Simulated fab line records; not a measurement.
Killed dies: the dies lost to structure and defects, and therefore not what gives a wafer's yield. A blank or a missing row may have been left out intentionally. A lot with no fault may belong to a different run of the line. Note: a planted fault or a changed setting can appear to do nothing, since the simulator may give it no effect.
fab line records | flow n5-finfet
[record] lots = 4 wafers = 12 last-day = 17
route steps=1938 shown BEOL_M4@1099 BEOL_M5@1112 PASSIVATION@1936
lots untouched by any fault: they come from a run of this same line in which no faults occurred
start-h: the number of hours between the record's first day and the start of the first shown wafer of the lot | wait-h: hours since the lot's step before | " repeats the value in the row above | L1.1+2: one row covering several wafers at once | - no value, or no start given | * or withheld: withheld | < > ~ a bound
route shown NAME@n: names a module that has steps shown in the file, with the first one's number in the route | usual: average and standard deviation across the fault-free wafers | same: alike in all rows | chamber/n: place in a boat | sites: each site's reading | _std_site: how widely they spread, as a standard deviation | _edge_site: mean of outer sites minus mean of inner sites | radius-mm: for every site, how far away it sits from the centre of the wafer | mask NAME#n: copy n | behind: tool/chamber where the wafer was last shaped | hold: why the lot went on hold/how many hours it stayed there/how the hold came to an end | device: names the non-switching transistor (n, p or np) | end of line: tests run on the same wafers once the route is complete | a step with no rows: only its recipe | killed: dies that structure and defects cost at the first sort, which is not the same as the wafer's yield | map: shows each die of a wafer: x if killed, . if not, _ if none is there
set.NAME: the setting as run; set.NAME@STEP: as run at that earlier step | model.NAME: the simulator's own value behind a step, which no gauge read
lots at some steps of the route; a table a step, a row a wafer
services: from which hour (start-h, from the record's first day; less than 0 if before it) a tool's chamber was out of use, for how many hours, and why
[[steps]]
[step N5_BEOL_M4_ANNEAL_95]
[recipe] temp-c = 400 time-s = 240 ambient = vacuum
[step N5_BEOL_M4_SPUTTER_96]
[recipe] material = Cu target-thk-a = 45 temp-c = -20 chamber-pressure-pa = 0.07 power-w = withheld time-s = 8.29
[step N5_BEOL_M4_ECD_50]
[recipe] material = Cu target-thk-a = 3000
[step N5_BEOL_M4_ANNEAL_51]
[recipe] temp-c = 225 time-s = 90 ambient = N2
[step N5_BEOL_M4_CMP_52]
[recipe] stop-on = SiOC t-overpolish-s = 6.8 down-force-psi = 1 platen-rpm = 50 clearing-platen-down-force-psi = 1.5 clearing-platen-rpm = 50 post-cmp-clean = cu-alkaline target-thk-nm = 40 clearing-platen-pad-velocity-m-s = 0.99484 pad-velocity-m-s = 0.99484
[step N5_BEOL_M4_PRE_CLEAN_60]
[recipe] gas = NH3/H2 time-s = 15 temp-c = * rf-power-w = 300
[step N5_BEOL_M4_CO_CAP_55]
[recipe] material = Co target-thk-a = 20 temp-c = 200 precursor = CCTBA/H2 pressure-torr = 30 time-s = 102.1
[step N5_BEOL_M4_PRE_CLEAN_56]
[recipe] gas = NH3 time-s = 15 temp-c = withheld rf-power-w = 300
[step N5_BEOL_M4_DEP_57]
[recipe] material = SiCN target-thk-a = 80 temp-c = withheld precursor = 3MS/NH3 pressure-torr = 3 rf-w = 202 time-s = 14
[step N5_BEOL_M4_RC_MEAS_101]
[usual] DIBL_N = 36.5/1.4 DIBL_P = 36.9/1.7 IOFF_N = 0.163/0.023 IOFF_P = 0.22/0.032 ION_N = 673/9 ION_P = 462/7.5 SS_N = 71.6/0.54 SS_P = 73.4/0.62 VT_N = 249.8/2.8 VT_P = -250/3.5
// columns lot.wafer tool chamber start-h wait-h DIBL_N[mV/V] DIBL_P[mV/V] IOFF_N[nA/um] IOFF_P[nA/um] ION_N[uA/um] ION_P[uA/um] SS_N[mV/dec] SS_P[mV/dec] VT_N[mV] VT_P[mV]
L447.2 prober-02 0 164.97 0.2 35.9 35.1 0.156 0.18 663 451 71.7 72.9 250.4 -252
L447.3 " 0 " " 37.0 37.3 0.178 0.21 675 459 71.8 73.5 250.0 -251
L447.6 " 0 " " 34.3 34.1 0.133 0.17 666 458 71.4 72.7 249.7 -252
L464.1 prober-02 0 276.53 0.0 36.5 38.4 0.171 0.22 669 457 71.6 73.4 248.7 -248
L464.4 " 0 " " 36.6 38.5 0.178 0.23 683 469 72.6 72.7 249.9 -249
L464.6 " 0 " " 36.5 38.4 0.169 0.22 681 467 71.5 73.4 249.4 -252
L466.3 prober-01 0 278.24 0.3 34.9 37.1 0.153 0.22 675 473 71.8 73.9 251.9 -244
L466.4 " 0 " " 35.1 36.5 0.143 0.22 672 464 72.2 73.9 255.5 -249
L466.6 " 0 " " 34.1 35.7 0.139 0.20 670 467 70.9 72.9 253.1 -249
L468.2 prober-01 0 307.80 0.2 33.6 33.8 0.129 0.17 665 462 70.9 72.0 249.9 -254
L468.4 " 0 " " 34.3 35.2 0.147 0.19 677 464 70.7 73.3 246.3 -250
L468.6 " 0 " " 32.6 33.7 0.118 0.17 672 468 70.5 72.9 253.8 -254
[step N5_BEOL_M5_ILD_DEP_00]
[recipe] material = SiCOH_lowk target-thk-a = 1406.4 temp-c = 300 precursor = DEMS/porogen pressure-torr = 5 rf-w = 500 time-s = 25.9
[step N5_BEOL_M5_CURE_79]
[recipe] temp-c = 385 time-s = 240 ambient = He/Ar material = SiCOH_lowk
[step N5_BEOL_M5_PECVD_70]
[recipe] material = SiO2 target-thk-a = 160 temp-c = 400 precursor = TEOS/O2 pressure-torr = 5.5 rf-w = 450 teos-flow-sccm = 53.8 gas = O2 flow-sccm = 3000 time-s = 18
[step N5_BEOL_M5_HM_DEP_02]
[recipe] material = TiN target-thk-a = 200 temp-c = 25 chamber-pressure-pa = 0.49996
[step N5_BEOL_M5_COAT_59]
[recipe] resist = SOC temp-c = 250 time-s = 60 spin-rpm = 1500 resist-thk-nm = 60
[step N5_BEOL_M5_COAT_60]
[recipe] resist = SiARC temp-c = 220 time-s = 60 spin-rpm = 1500 resist-thk-nm = 12
[step N5_BEOL_M5_COAT_71]
[recipe] resist = underlayer temp-c = 205 time-s = 60 spin-rpm = 1500 resist-thk-nm = 5
[step N5_BEOL_M5_COAT_05]
[recipe] resist = CAR-EUV spin-rpm = 1500 resist-thk-nm = 30
[step N5_BEOL_M5_EBR_07]
[recipe] solvent = PGMEA ebr-width-mm = 1.5
[step N5_BEOL_M5_SOFTBAKE_06]
[recipe] temp-c = 110 time-s = 60 resist = CAR-EUV
[step N5_BEOL_M5_EXPOSE_08]
[recipe] mask-id = M5 na = 0.33 source-shape = annular sigma-inner = 0.4 sigma-outer = 0.8 polarization = unpolarized target-cd-nm = 28 dose-mj = 35.75
[step N5_BEOL_M5_PEB_09]
[recipe] peb-temp-c = 100 peb-time-s = 60 resist = CAR-EUV
[step N5_BEOL_M5_DEVELOP_10]
[recipe] develop-time-s = 30 developer = TMAH resist = CAR-EUV rinse-liquid = surfactant-rinse dry = air-spin dev-temp-c = 23
[step N5_BEOL_M5_DESCUM_16]
[recipe] chemistry = O2 time-s = 7 source-power-w = 50 bias-power-w = 20 pressure-mtorr = 20 rf-frequency-hz = 2.712e+07 temp-c = 40 resist = CAR-EUV o2-flow-sccm = 225
[step N5_BEOL_M5_ETCH_72]
[recipe] chemistry = N2/H2 target = underlayer target-depth-a = 65 mask-material = CAR-EUV time-s = 5.2 ion-energy-ev = 200 pressure-mtorr = 30 source-w = 840 bias-w = 150 n2-flow-sccm = 200 h2-flow-sccm = 200 ends = cleared
[step N5_BEOL_M5_ETCH_61]
[recipe] chemistry = CF4 target = SiARC target-depth-a = 156 mask-material = CAR-EUV time-s = 26 ion-energy-ev = 80 pressure-mtorr = 40 source-w = 545 bias-w = 36 Ar_flow_sccm = 100 cf4-flow-sccm = 100 ends = cleared
[step N5_BEOL_M5_ETCH_62]
[recipe] chemistry = N2/H2 target = SOC target-depth-a = 750 overetch-a = 150 mask-material = SiARC temp-c = 40 time-s = 112.5 ion-energy-ev = 200 pressure-mtorr = 30 source-w = 840 bias-w = 150 n2-flow-sccm = 200 h2-flow-sccm = 200
[step N5_BEOL_M5_STRIP_63]
[recipe] chemistry = N2/H2 temp-c = 40 n2-flow-sccm = 200 h2-flow-sccm = 200 rf-frequency-hz = 6e+07
[step N5_BEOL_M5_STRIP_73]
[recipe] chemistry = N2/H2 temp-c = 40 n2-flow-sccm = 200 h2-flow-sccm = 200 rf-frequency-hz = 6e+07
[step N5_BEOL_M5_STRIP_64]
[recipe] chemistry = CF4 resist = SiARC power-w = 300 bias-power-w = 75 pressure-mtorr = 50 cf4-flow-sccm = 150 rf-frequency-hz = 6e+07
[step N5_BEOL_M5_HM_OPEN_17]
[recipe] chemistry = Cl2/BCl3 target-depth-a = 200 overetch-a = 60 target = TiN mask-material = SOC ion-energy-ev = 150 pressure-mtorr = 10 icp-w = 1000 bias-w = 126 Cl2_flow_sccm = 53.25 bcl3-flow-sccm = 21.75 Ar_flow_sccm = 25
[step N5_BEOL_M5_STRIP_19]
[recipe] chemistry = O2 power-w = 400 temp-c = 40 pressure-mtorr = 30 rf-frequency-hz = 6e+07 bias-power-w = 0 overash-fraction = 0.2 o2-flow-sccm = 225
[step N5_BEOL_M5_COAT_65]
[recipe] resist = SOC temp-c = 250 time-s = 60 spin-rpm = 1500 resist-thk-nm = 60
[step N5_BEOL_M5_COAT_66]
[recipe] resist = SiARC temp-c = 220 time-s = 60 spin-rpm = 1500 resist-thk-nm = 12
[step N5_BEOL_M5_EXPOSE_25]
[recipe] mask-id = V4 na = 0.33 source-shape = quasar sigma-inner = 0.2 sigma-outer = 0.6 polarization = unpolarized defocus-nm = 10 dose-mj = 52.75
[usual] exposure-dose-mJ-cm2 = 52.70/0.066
// columns lot.wafer tool chamber start-h wait-h mask exposure-dose-mJ-cm2
L447.2 euv-scanner-02 0 171.13 - V4#0 52.54
L447.3 " 0 " " V4#0 52.59
L447.6 " 0 " " V4#0 52.57
L464.1 euv-scanner-02 0 283.62 - V4#0 46.82
L464.4 " 0 " " V4#0 46.92
L464.6 " 0 " " V4#0 46.93
L466.3 euv-scanner-02 0 283.69 - V4#0 46.92
L466.4 " 0 " " V4#0 46.89
L466.6 " 0 " " V4#0 46.84
L468.2 euv-scanner-01 0 311.19 - V4#0 52.73
L468.4 " 0 " " V4#0 52.75
L468.6 " 0 " " V4#0 52.78
[step N5_BEOL_M5_CD_MEAS_28]
[recipe] target-cd-nm = 30.6 landing-energy-ev = 500 detector = se-inlens target-cd-y-nm = 20 polarity = opening
[usual] cd-nm = 30.55/0.22
// columns lot.wafer tool chamber start-h wait-h cd-nm
L447.2 cd-sem-03 0 171.26 - 30.30
L447.3 " 0 " " 30.76
L447.6 " 0 " " 30.77
L464.1 cd-sem-02 0 283.76 - 27.72
L464.4 " 0 " " 27.61
L464.6 " 0 " " 27.83
L466.3 cd-sem-03 0 283.81 - 27.70
L466.4 " 0 " " 27.59
L466.6 " 0 " " 27.43
L468.2 cd-sem-01 0 311.33 - 30.57
L468.4 " 0 " " 30.75
L468.6 " 0 " " 30.48
[step N5_BEOL_M5_ETCH_75]
[recipe] chemistry = N2/H2 target = underlayer target-depth-a = 65 mask-material = CAR-EUV time-s = 5.2 ion-energy-ev = 200 pressure-mtorr = 30 source-w = 840 bias-w = 150 n2-flow-sccm = 200 h2-flow-sccm = 200 ends = cleared
[usual] chamber-pressure-mTorr = 30.00/0.038 drypump-motor-current-A = 5.4/0.5 etch-rf-on-time-s = 5.20/0.076 oes-product-au = 0.63/0.048 rf-vpp-V = 522.6/2.9 showerhead-plenum-p-Torr = 2.49/0.096 throttle-valve-pct = 17.88/0.2
// columns lot.wafer tool chamber start-h wait-h chamber-pressure-mTorr drypump-motor-current-A etch-rf-on-time-s oes-product-au rf-hours-counter-h rf-vpp-V showerhead-plenum-p-Torr throttle-valve-pct model.BEOL_M5.cd-nm
L447.2 rie-diel-01 2 171.55 0.0 30.05 6.3 5.18 0.62 155 526.5 2.53 17.67 27.4
L447.3 " 0 " " 30.04 5.4 5.08 0.68 105 518.7 2.35 17.61 27.8
L447.6 " 0 " " 30.00 5.4 5.08 0.69 - 516.7 2.35 17.63 27.4
L464.1 rie-diel-06 2 283.92 0.0 30.04 5.0 5.26 0.60 189 521.2 2.42 17.87 24.8
L464.4 " 0 " " 29.96 5.5 5.38 0.59 190 525.0 2.53 18.32 24.8
L464.6 " 1 " " 30.00 4.9 5.20 0.63 - 520.0 2.43 17.90 24.8
L466.3 rie-diel-01 2 284.19 0.0 30.10 6.3 5.28 0.60 193 522.9 2.52 17.75 24.8
L466.4 " 1 " " 30.03 4.7 5.20 0.58 - 525.4 2.61 18.11 24.8
L466.6 " 0 " " 29.93 5.4 5.12 0.66 - 517.0 2.34 17.68 25
L468.2 rie-diel-02 2 311.48 0.0 30.02 5.1 5.24 0.61 201 520.3 2.41 17.86 28.6
L468.4 " 0 " " 29.99 5.3 5.17 0.70 86 529.5 2.68 17.63 28.4
L468.6 " 0 " " 30.00 5.3 5.19 0.70 - 528.9 2.68 17.64 27.8
[step N5_BEOL_M5_VIA_ETCH_34]
[recipe] chemistry = C4F6/O2 target = SiCOH_lowk target-depth-a = 883 mask-material = SOC taper-deg = 4 time-s = 39.2 ion-energy-ev = 250 pressure-mtorr = 30 source-w = 345 bias-w = 185 Ar_flow_sccm = 300 C4F6_flow_sccm = 10 O2_flow_sccm = 10
[usual] chamber-pressure-mTorr = 30.000/0.028 drypump-motor-current-A = 5.4/0.49 oes-product-au = 0.74/0.057 rf-vpp-V = 662/8.3 showerhead-plenum-p-Torr = 2.80/0.1 throttle-valve-pct = 20.88/0.21
// columns lot.wafer tool chamber start-h wait-h chamber-pressure-mTorr drypump-motor-current-A oes-product-au rf-hours-counter-h rf-vpp-V showerhead-plenum-p-Torr throttle-valve-pct model.BEOL_M5.cd-nm
L447.2 rie-diel-01 2 171.70 0.0 30.012 6.2 0.73 155 665 2.83 20.67 27.6
L447.3 " 0 " " 29.981 5.4 0.79 105 659 2.65 20.68 28.2
L447.6 " 0 " " 30.002 5.4 0.80 - 659 2.65 20.68 27.8
L464.1 rie-diel-06 2 284.06 0.0 30.010 5.0 0.72 189 651 2.73 20.95 24.4
L464.4 " 0 " " 29.969 5.5 0.70 190 678 2.84 21.28 24.6
L464.6 " 1 " " 30.061 5.0 0.74 - 652 2.73 20.93 24.4
L466.3 rie-diel-01 2 284.34 0.0 29.995 6.3 0.70 193 665 2.82 20.73 24.8
L466.4 " 1 " " 30.022 4.7 0.69 - 665 2.94 21.24 25
L466.6 " 0 " " 30.010 5.4 0.76 - 658 2.64 20.73 25.2
L468.2 rie-diel-02 2 311.63 0.0 29.951 5.1 0.71 201 660 2.71 20.83 28.4
L468.4 " 0 " " 29.996 5.3 0.82 86 670 2.99 20.59 28.2
L468.6 " 0 " " 29.989 5.3 0.82 - 670 2.99 20.60 28
[step N5_PASSIVATION_PROBE_49]
[usual] defect-limited-yield = 91.2/1.4 killed_at_M0_to_M3 = 35/11 killed_at_M4_up = 12/4.2 killed-at-contacts = 13/5.6 killed-at-front-end = 40/12 killed-at-other = 3.3/2.6 killed-dies = 103/17 killed-on-rim = 14/4.5 killed-open = 68/12 killed-short = 34/7.6 sort_bin_5_function = 5.1/0.95 sort_bin_6_memory = 3.3/0.68 sort-n-pass = 1077/17 sort-yield-pct = 91.2/1.4
[same] gross-dies = 1180 killed-at-back-side = 0 sort_bin_4_leakage[%] = 0 sort_bin_8_speed[%] = 0
// columns lot.wafer tool chamber start-h wait-h defect-limited-yield[%] killed_at_M0_to_M3 killed_at_M4_up killed-at-contacts killed-at-front-end killed-at-other killed-dies killed-on-rim killed-open killed-short sort_bin_5_function[%] sort_bin_6_memory[%] sort-n-pass sort-yield-pct[%]
L464.1 prober-01 - 374.91 0.0 4.5 39 1015 12 55 6 1127 146 91 30 71.2 12.7 53 4.5
L464.4 prober-01 - 375.06 0.2 4.4 29 1030 16 49 4 1128 145 75 32 68.0 14.7 52 4.4
L464.6 prober-01 - 375.16 0.3 4.7 48 1025 17 33 2 1125 149 79 37 68.8 13.6 55 4.7
L466.3 prober-02 - 376.81 0.1 5.3 49 1032 10 25 2 1118 143 60 33 68.1 14.2 62 5.3
L466.4 prober-02 - 376.86 0.2 4.8 47 1003 12 58 3 1123 142 88 40 69.2 13.3 57 4.8
L466.6 prober-02 - 376.96 0.3 5.2 47 1013 11 47 1 1119 147 71 46 71.4 13.1 61 5.2
// killed by level:class
L464.1 BEOL_M5:area-expose=1003 STI_FIN_REVEAL:geometric-particle:open=20 BEOL_M2:geometric-particle:open=15 MOL_CONTACT_COAG:geometric-particle:open=10 FIN_SAQP:geometric-particle:open=7 BEOL_M0_SAQP:geometric-particle:open=6 BEOL_M0_SAQP:geometric-particle:short=6 BEOL_M3:geometric-particle:open=6
L464.4 BEOL_M5:area-expose=1020 STI_FIN_REVEAL:geometric-particle:open=18 MOL_CONTACT_COAG:geometric-particle:open=13 FIN_SAQP:geometric-particle:short=10 BEOL_M2:geometric-particle:open=9 BEOL_M0_SAQP:geometric-particle:open=8 FIN_SAQP:geometric-particle:open=5 BEOL_M0_SAQP:geometric-particle:short=5
L464.6 BEOL_M5:area-expose=1009 BEOL_M2:geometric-particle:open=23 MOL_CONTACT_COAG:geometric-particle:open=15 FIN_SAQP:geometric-particle:short=12 BEOL_M0_SAQP:geometric-particle:short=8 BEOL_M0_SAQP:geometric-particle:open=8 BEOL_M7:geometric-particle:open=6 FIN_SAQP:geometric-particle:open=4
L466.3 BEOL_M5:area-expose=1024 BEOL_M0_SAQP:geometric-particle:open=13 BEOL_M0_SAQP:geometric-particle:short=11 MOL_CONTACT_COAG:geometric-particle:open=9 FIN_SAQP:geometric-particle:open=8 BEOL_M1:geometric-particle:open=8 BEOL_M3:geometric-particle:open=7 BEOL_M4:geometric-particle:open=5
L466.4 BEOL_M5:area-expose=994 FIN_SAQP:geometric-particle:open=12 DUMMY_GATE:geometric-particle:open=12 STI_FIN_REVEAL:geometric-particle:open=10 BEOL_M0_SAQP:geometric-particle:open=10 BEOL_M0_SAQP:geometric-particle:short=10 MOL_CONTACT_COAG:geometric-particle:open=8 BEOL_M1:geometric-particle:open=8
L466.6 BEOL_M5:area-expose=1001 BEOL_M0_SAQP:geometric-particle:short=17 STI_FIN_REVEAL:geometric-particle:open=14 BEOL_M0_SAQP:geometric-particle:open=13 FIN_SAQP:geometric-particle:open=8 MOL_CONTACT_COAG:geometric-particle:open=8 FIN_SAQP:geometric-particle:short=6 GATE_CUT:geometric-particle:short=6
// map L464.4 (x killed, . not)
_________________xxxxxxxxxxxx________________
______________.x.xxxxxxxxxxxxxxx_____________
___________xxxx.xxxxxxxxxxxxxxxxxxx__________
__________xxxxxxxxxxxxxxxxxxxxxxxxxx_________
________xx.xxxxxxxxxxxxxx.xxxxxxxxxxxx_______
_______xxxxxxxxxxxxxxxxxxxxxxxxxxxxx.xx______
______xxxxxxxxxxx.xxxxxxxxxxxxxxxxxx.xxx_____
_____xxxxxxxxxxxxxxxxxxx.xxxxxxxxxxxx.xxx____
____xxxxxxxx.xxxxxxxxxx.xxxx.xxxxxxxxxxxxx___
___xxxxxxxxxxxxxxxxxxxxxxxx.xxxxxxxxxxxxxxx__
___xxxxxxxxxxxxxxxxxxxxxxxxxx.xxxxxxxxxxx.x__
__xxxxxxxx..xxxxxxxxxxxxxxxxxxxxxxxxx.xxxxxx_
__xxxxxxxxxx.xxxxxxxxxx.xxxxxxxxxxxxxxx.xxx._
_xxxxxxxxxxxxxxxxxxxxxxxxxxxxxxxxxxxxxxxxxxxx
_xxxxxxxxxxxxxxxx.xxxxxxxxxxxxxxxxxxxxxxxxxxx
_x.xxxxxxxxxxxxxxxxxxxxxxxxxxxxxxxxxxxxxxxxxx
_x.xxxxxxxxxxxx.xxxxxxxxxxxxx.xxxx.xxxxxxxxxx
_xxxxxxxxxxxxxxxxxxxxxx.xxxxxxxxxxxxxxxxxxxxx
_xxxxxxxxxxxxx..xxxxxxxxxxxxxxxxxxxxxxxxxxxxx
_xxxxxxxxxxxxxxxxxxxxxxxxxxxxxxxxxxxxxxxxx.xx
_xxx.xxxxxxxxxxxxxxxxxxxxxxxxxxxxxxxxxxxxxxxx
__xxxx.xxxxxxxxxxxxxxxxxxxxxxxxx.xxx.xxxxxxx_
__xxxxxxxxxxxxxxxxx.xxxxxxxxxxxxxxxxxxxxxxxx_
___xxxxxxxxxxxxxxxxxxx.xxxxxxxxxxxxxxxxxxxx__
___xxx..x.xxxxxxxxxxxxxxxxxxxxxxxxxxxxxxxxx__
____xxxxxxxxxxxxxxxxxxxxxxxxxxxxxxxxxxxxxx___
_____xxxxxxxxxxxxxxxxxxx.xxxxxxxxxxxxxxxx____
______xxxxxxxxxxxxxxxxxxxxxxx.xx.xxxxxxx_____
_______xxxxxxxxxxxxxxxxxxxxxxxxxxxxxxxx______
________xxxxxxxxxxxxxxxxxxx.xxxxx.xxxx_______
__________.xxxxxxx.xxxxxxxxxxxxxxxxx_________
___________xxxxxxxxxxxxxxxxxxxxxxxx__________
______________x.x.xxxxx.xxxxxxxx_____________
_________________xxxxxxxxxxxx________________
// map L466.4 (x killed, . not)
_________________xxxxxxx.xxxx________________
______________xxxxxxxxxx.x.xxxxx_____________
___________xxxxxxxxx.xxxxxxxxxxxxxx__________
__________xxxxxxxx..xxxxxxxxx.xxxxxx_________
________xxxxxxxxxxxxxxxxxxxxxxxxxxxxxx_______
_______xxxx.xxxxxxxxxxxxxxxxxxxxxxx.xxx______
______.xxxxxxxxxxxxxxxxxxxxxxxxxx.xxxxxx_____
_____xxx.xxxxxxxxxxxxxxxx.xxxxxxxxxxxxxxx____
____.xxx.xxxxxxxx.x.xxxxxxxxxxxxxxxxxxx.xx___
___xxxxxxxxxxxxxxx.xxxx.xxxxxxxxxxxxxxxxxxx__
___xxxxxxxxxxxxxxxxxxxxxxxxxxxxxxxxxx.xxxxx__
__xxxxxxxxxxxxxxxxxxxxxxxx.xxxxxxx.xxxxxxxxx_
__xxxxxxxxxxxxxxxxxxxxxxxxxxxx.xxxxxxxxxxxxx_
_xxxx.xxxxxxxxxxxxxxxxxxxxxxxxx.xxxxxxxxxxxxx
_xx.x.xxxxxxx.xxxxxxxxxxxxxxxxxxxx.xxxxxxxxxx
_xxx.xxxxxxxxxxxxxxxx.xxxxxxxxxxxx.xxxxxxxxxx
_.xxxxxxxxxxxxxxxxxxxxxx.xxxxxxxxxxxxxxxxxxx.
_xxxxxxxxxxxxxxxxxxxxxxxxxxxxxxxxxxxxxxxxxxxx
_.xxxxxxxxxxxxxxxxxxxxxxxxxxxxxxxxxxxxxxxxxxx
_xxxxxxxxxxxxxxxxxxxxxxxxxxxxxxxxxxxxxxxxxxxx
_xxxxxxxxxxxxx.xxxxxxxxxxxxx.xxx.xxxxxxxxxxxx
__xxxxxxxxxxxxxxxxxxxxx.xxxxxxxxxxxxxxxxxxxx_
__xxxxxxxxxxxxxx.xxx.xxxxxxxxxxxxxxxxxxxxxxx_
___xxxxxx.xxxxxxxxxxxxxxxx.xxxxxxxxxxxxxxxx__
___xxxxxxx.xxxxxxxxxxxxxxxxxxxxxxxxxxxxxxxx__
____xxxxxxxxx.xxxxxxxxxxxxxxxxxxxxxxxxx.xx___
_____xxxxxxxxxxx.xxxxxxxxxxxxxxxxxxxxxxxx____
______xxx.xxxxxxxxxxx.xxxxxxxxxxxxxxxxxx_____
_______xxxxxxxxxxxxxxxxxxxxxxxxxxxxxxxx______
________.xxxxxxxxxxxxxxxxxxxxxxxxxxxxx_______
__________xxxxxxx.xxxxxxxxxxxxxxxx.x_________
___________xxxxxxxxxxxxxxxxxxxxxxxx__________
______________xxxxxxxxxxxxx.xxxx_____________
_________________xxx.xx.xxxxx________________
[[services]]
// columns tool chamber start-h hours kind
euv-scanner-01 - 149.82 1.0 pm
rie-diel-06 0 161.86 8.2 repair
euv-scanner-02 - 162.24 1.0 pm
euv-scanner-01 - 209.69 0.2 repair
euv-scanner-01 - 210.00 1.0 pm
euv-scanner-01 - 215.63 4.6 pm
euv-scanner-02 - 220.23 1.0 pm
rie-diel-01 2 235.65 2.4 repair
rie-diel-01 3 236.99 5.4 repair
euv-scanner-02 - 242.27 17.3 pm
rie-diel-01 3 242.70 - clean
rie-diel-01 3 242.70 - consumable-replace:esc
rie-diel-01 3 242.70 - consumable-replace:focus-ring
rie-diel-01 3 242.70 18.6 scheduled-down
rie-diel-01 3 242.70 18.6 vent-cycle
rie-diel-06 3 247.21 - clean
rie-diel-06 3 247.21 - consumable-replace:focus-ring
rie-diel-06 3 247.21 - consumable-replace:showerhead
euv-scanner-01 - 262.12 1.0 pm
euv-scanner-02 - 274.54 1.0 pm
rie-diel-01 0 277.94 1.8 repair
rie-diel-01 3 279.67 7.2 repair
rie-diel-02 3 292.71 8.2 repair
euv-scanner-02 0 296.11 - calibration
[[key]]
[first-sign] step = N5_BEOL_M5_EXPOSE_25 reading = exposure-dose-mJ-cm2 direction = down sigmas = 88 usual = 52.70 struck = 46.89
[effect] step = N5_BEOL_M5_CD_MEAS_28 reading = cd-nm direction = down sigmas = 13 usual = 30.55 struck = 27.65
[effect] step = N5_PASSIVATION_PROBE_49 reading = killed_at_M4_up direction = up sigmas = 99+ usual = 12 struck = 1020
[model-effect] step = N5_BEOL_M5_ETCH_75 value = BEOL_M5.cd-nm without = 27.77 struck = 24.83
[model-effect] step = N5_BEOL_M5_VIA_ETCH_34 value = BEOL_M5.cd-nm without = 27.67 struck = 24.73
[more-kills-born-at] N5_BEOL_M5_EXPOSE_25@euv-scanner-02 = 6051
met-at N5_BEOL_M5_EXPOSE_25
struck-wafers L464.1,L464.4,L464.6,L466.3,L466.4,L466.6
later-rows-left-out L464.1,L464.4,L464.6,L466.3,L466.4,L466.6
onset-between 171.13 283.62
[fault] kind = process-parameter-drift tool = euv-scanner-02 chamber = - onset-h = 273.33 steps = N5_BEOL_M5_EXPOSE_25 channel = dose-mj offset = -5.7723 shape = step acts-in = these-recipes-only stated = 52.75
// later-rows-left-out: the simulator's readings of these wafers behind a module that went badly wrong aren't trusted and aren't shown, but for the sort
